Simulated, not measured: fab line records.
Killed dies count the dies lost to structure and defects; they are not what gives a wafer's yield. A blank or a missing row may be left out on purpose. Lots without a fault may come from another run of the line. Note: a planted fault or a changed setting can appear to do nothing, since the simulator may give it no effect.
fab line records | flow nand-harc | part 2 of 2: steps 22 to 32 of 32
record: lots: 5 wafers: 15 last-day: 27
route steps=1159 shown A_CONTACT@903
lots that met no fault: from a run of the same line without faults
start-h: the number of hours between the record's first day and the start of the first shown wafer of the lot | wait-h: how many hours have passed since the lot's step before this one | " identical to the entry in the row above | L1.1+2: one row covering several wafers at once | - no value, or no start was given | * or withheld: withheld | < > ~ a bound
route shown NAME@n: names a module that has steps shown in the file, with the first one's number in the route | usual: the fault-free wafers' mean and standard deviation | same: alike in all rows | chamber/n: place in a boat | sites: each site's reading | _std_site: how widely they spread, as a standard deviation | _edge_site: the outer-site mean with the inner-site mean subtracted | radius-mm: how far each site lies from the wafer's centre | mask NAME#n: copy n | behind: the tool/chamber that last shaped the wafer | hold: why the lot went on hold/how many hours it stayed there/how the hold came to an end | device: whichever transistor did not switch (one of n, p or np) | end of line: the route-end tests of the same wafers | a step with no rows: only its recipe | killed: not the wafer's yield, but the dies lost to structure and defects at the first sort | map: per-die view of a wafer (x killed, . not killed, _ where there is no die)
set.NAME: setting as actually run; set.NAME@STEP: the setting as run at that earlier step | model.NAME: the simulator's own value behind a step, which no gauge read
lots at selected steps of the route; one table per step, one row per wafer
services: a tool's chamber out of use, with start hour (start-h, from the record's first day; less than 0 if before it), hours out, and reason
== steps ==
step: NHARC_A_CONTACT_DEP_85
recipe: target-thk-a: 500 target-thk-nm: 50 temp-c: 400 pressure-torr: 3.5 flow-sccm: 200 rf-w: 350 material: SiON
usual: heater-power-w: 720/69
columns lot.wafer tool chamber start-h wait-h heater-power-w since-wet-clean-h
L085.2 pecvd-02 1 509.32 0.9 740 162
L085.3 " 2 " " 689 162
L085.1 " 0 " " 834 162
L092.3 pecvd-04 1 527.35 0.7 747 138
L092.1 " 2 " " 773 138
L092.4 " 2 " " 769 -
L093.3 pecvd-02 0 554.45 0.7 819 26
L093.6 " 1 " " 804 -
L093.4 " 2 " " 773 -
L097.2 pecvd-04 2 556.47 0.9 694 167
L097.1 " 1 " " 798 168
L097.5 " 2 " " 676 -
L096.1 pecvd-02 0 556.78 1.2 839 29
L096.3 " 1 " " 715 29
L096.4 " 0 " " 856 -
step: NHARC_A_CONTACT_DEHYDRATE_00
recipe: temp-c: 150 time-s: 120
usual: resist-line-temp-C: 22.99/0.11
columns lot.wafer tool chamber start-h wait-h resist-line-temp-C
L085.1 litho-track-06 0 509.59 0.2 23.07
L085.2 " 0 " " 22.99
L085.3 " 0 " " 23.20
L092.1 litho-track-01 0 527.59 0.2 22.69
L092.3 " 0 " " 23.00
L092.4 " 0 " " 22.89
L093.3 litho-track-04 0 554.72 0.2 23.05
L093.4 " 0 " " 22.90
L093.6 " 0 " " 23.06
L097.1 litho-track-01 0 556.74 0.2 23.07
L097.2 " 0 " " 22.96
L097.5 " 0 " " 22.93
L096.1 litho-track-01 0 557.02 0.2 23.01
L096.3 " 0 " " 22.86
L096.4 " 0 " " 23.02
step: NHARC_A_CONTACT_HMDS_01
recipe: time-s: 30
usual: resist-line-temp-C: 23.00/0.1
columns lot.wafer tool chamber start-h wait-h resist-line-temp-C
L085.1 litho-track-06 0 - - 22.96
L085.2 " 0 " " 23.04
L085.3 " 0 " " 22.98
L092.1 litho-track-01 0 - - 22.81
L092.3 " 0 " " 22.93
L092.4 " 0 " " 22.82
L093.3 litho-track-04 0 - - 23.10
L093.4 " 0 " " 22.91
L093.6 " 0 " " 23.00
L097.1 litho-track-01 0 - - 23.00
L097.2 " 0 " " 22.84
L097.5 " 0 " " 22.92
L096.1 litho-track-01 0 - - 23.12
L096.3 " 0 " " 23.09
L096.4 " 0 " " 23.04
step: NHARC_A_CONTACT_COAT_86
recipe: temp-c: 260 time-s: 75
usual: resist-line-temp-C: 23.02/0.12
columns lot.wafer tool chamber start-h wait-h resist-line-temp-C
L085.1 litho-track-06 0 - - 23.04
L085.2 " 0 " " 22.93
L085.3 " 0 " " 22.98
L092.1 litho-track-01 0 - - 23.15
L092.3 " 0 " " 22.92
L092.4 " 0 " " 23.13
L093.3 litho-track-04 0 - - 23.00
L093.4 " 0 " " 22.96
L093.6 " 0 " " 22.93
L097.1 litho-track-01 0 - - 23.03
L097.2 " 0 " " 22.98
L097.5 " 0 " " 23.08
L096.1 litho-track-01 0 - - 23.05
L096.3 " 0 " " 22.98
L096.4 " 0 " " 22.93
step: NHARC_A_CONTACT_COAT_87
recipe: temp-c: 225 time-s: 65
usual: resist-line-temp-C: 23.01/0.12
columns lot.wafer tool chamber start-h wait-h resist-line-temp-C
L085.1 litho-track-06 0 - - 22.95
L085.2 " 0 " " 23.17
L085.3 " 0 " " 23.17
L092.1 litho-track-01 0 - - 22.88
L092.3 " 0 " " 23.01
L092.4 " 0 " " 22.98
L093.3 litho-track-04 0 - - 22.94
L093.4 " 0 " " 23.11
L093.6 " 0 " " 23.01
L097.1 litho-track-01 0 - - 22.99
L097.2 " 0 " " 23.06
L097.5 " 0 " " 22.96
L096.1 litho-track-01 0 - - 22.97
L096.3 " 0 " " 22.94
L096.4 " 0 " " 23.07
step: NHARC_A_CONTACT_COAT_02
recipe: spin-rpm: 1500 resist-thk-nm: 90
usual: resist-line-temp-C: 23.01/0.11 spin-speed-rpm: 1500.0/1.1
columns lot.wafer tool chamber start-h wait-h resist-line-temp-C spin-speed-rpm
L085.1 litho-track-06 0 - - 22.82 1500.3
L085.2 " 0 " " 22.97 1499.8
L085.3 " 0 " " 22.76 1501.5
L092.1 litho-track-01 0 - - 23.12 1500.6
L092.3 " 0 " " 23.13 1500.2
L092.4 " 0 " " 23.06 1502.2
L093.3 litho-track-04 0 - - 22.93 1498.7
L093.4 " 0 " " 23.10 1499.2
L093.6 " 0 " " 22.88 1499.7
L097.1 litho-track-01 0 - - 22.96 1499.7
L097.2 " 0 " " 23.08 1499.7
L097.5 " 0 " " 23.03 1500.7
L096.1 litho-track-01 0 - - 23.00 1500.4
L096.3 " 0 " " 22.91 1500.2
L096.4 " 0 " " 23.02 1499.6
step: NHARC_A_CONTACT_SOFTBAKE_03
recipe: temp-c: 105 time-s: 55
usual: resist-line-temp-C: 22.98/0.094
columns lot.wafer tool chamber start-h wait-h resist-line-temp-C
L085.1 litho-track-06 0 - - 22.92
L085.2 " 0 " " 22.97
L085.3 " 0 " " 22.99
L092.1 litho-track-01 0 - - 22.95
L092.3 " 0 " " 23.15
L092.4 " 0 " " 22.97
L093.3 litho-track-04 0 - - 23.03
L093.4 " 0 " " 22.96
L093.6 " 0 " " 22.88
L097.1 litho-track-01 0 - - 22.89
L097.2 " 0 " " 23.01
L097.5 " 0 " " 23.02
L096.1 litho-track-01 0 - - 23.10
L096.3 " 0 " " 23.10
L096.4 " 0 " " 22.99
step: NHARC_A_CONTACT_EBR_04
usual: resist-line-temp-C: 23.01/0.11
columns lot.wafer tool chamber start-h wait-h resist-line-temp-C
L085.1 litho-track-06 0 - - 22.82
L085.2 " 0 " " 22.87
L085.3 " 0 " " 23.02
L092.1 litho-track-01 0 - - 22.93
L092.3 " 0 " " 23.12
L092.4 " 0 " " 22.86
L093.3 litho-track-04 0 - - 23.02
L093.4 " 0 " " 23.02
L093.6 " 0 " " 23.09
L097.1 litho-track-01 0 - - 22.77
L097.2 " 0 " " 23.10
L097.5 " 0 " " 22.91
L096.1 litho-track-01 0 - - 23.06
L096.3 " 0 " " 22.91
L096.4 " 0 " " 22.96
step: NHARC_A_CONTACT_EXPOSE_05
recipe: na: 1.35 sigma-outer: 0.8 dose-mj: 84.24 mask-id: A_CC
columns lot.wafer tool chamber start-h wait-h mask
L085.1+2+3 arfi-scanner-01 0 509.77 - A_CC#0
L092.1+3+4 arfi-scanner-03 0 527.78 - A_CC#0
L093.3+4+6 arfi-scanner-01 0 554.91 - A_CC#0
L097.1+2+5 arfi-scanner-03 0 557.05 - A_CC#0
L096.1+3+4 arfi-scanner-01 0 557.33 - A_CC#0
step: NHARC_A_CONTACT_PEB_06
recipe: peb-temp-c: 100 peb-time-s: 65
usual: resist-line-temp-C: 23.01/0.096
columns lot.wafer tool chamber start-h wait-h resist-line-temp-C
L085.1 litho-track-04 0 509.83 0.1 22.94
L085.2 " 0 " " 23.04
L085.3 " 0 " " 23.04
L092.1 litho-track-04 0 527.84 0.1 23.12
L092.3 " 0 " " 23.09
L092.4 " 0 " " 22.97
L093.3 litho-track-01 0 554.97 0.0 22.96
L093.4 " 0 " " 23.10
L093.6 " 0 " " 23.03
L097.1 litho-track-06 0 557.11 0.1 22.89
L097.2 " 0 " " 22.88
L097.5 " 0 " " 23.00
L096.1 litho-track-04 0 557.39 0.1 22.97
L096.3 " 0 " " 22.89
L096.4 " 0 " " 22.95
step: NHARC_A_CONTACT_DEVELOP_07
recipe: develop-time-s: 35 dev-temp-c: 23
usual: resist-line-temp-C: 23.01/0.1
columns lot.wafer tool chamber start-h wait-h resist-line-temp-C
L085.1 litho-track-04 0 - - 22.99
L085.2 " 0 " " 22.92
L085.3 " 0 " " 22.99
L092.1 litho-track-04 0 - - 23.15
L092.3 " 0 " " 23.08
L092.4 " 0 " " 23.11
L093.3 litho-track-01 0 - - 23.15
L093.4 " 0 " " 23.24
L093.6 " 0 " " 23.10
L097.1 litho-track-06 0 - - 22.80
L097.2 " 0 " " 22.70
L097.5 " 0 " " 22.96
L096.1 litho-track-04 0 - - 23.07
L096.3 " 0 " " 23.09
L096.4 " 0 " " 23.01
== services ==
columns tool chamber start-h hours kind
rie-diel-04 0 474.98 - clean
rie-diel-04 1 474.98 - clean
rie-diel-04 2 474.98 - clean
rie-diel-04 3 474.98 - clean
acl-dep-01 - 477.19 13.0 pm
pecvd-02 - 477.67 0.5 repair
rie-diel-04 1 479.75 6.5 repair
arfi-scanner-03 - 484.00 4.0 pm
litho-track-04 - 491.00 7.0 pm
rie-diel-04 1 494.32 8.7 repair
wet-bench-03 - 498.40 8.0 pm
rie-diel-04 0 499.67 - clean
rie-diel-04 2 499.67 - clean
rie-diel-04 3 499.67 - clean
pecvd-02 - 515.17 13.0 pm
rie-diel-11 1 517.78 3.9 repair
rie-diel-04 0 524.17 - clean
rie-diel-04 1 524.17 - clean
acl-dep-02 - 532.22 13.0 pm
rie-diel-11 0 535.52 6.0 repair
arfi-scanner-01 - 540.00 4.0 pm
har-cap-etch-03 - 545.00 17.0 pm
rie-diel-11 - 546.17 9.0 pm
pecvd-04 - 557.00 13.0 pm
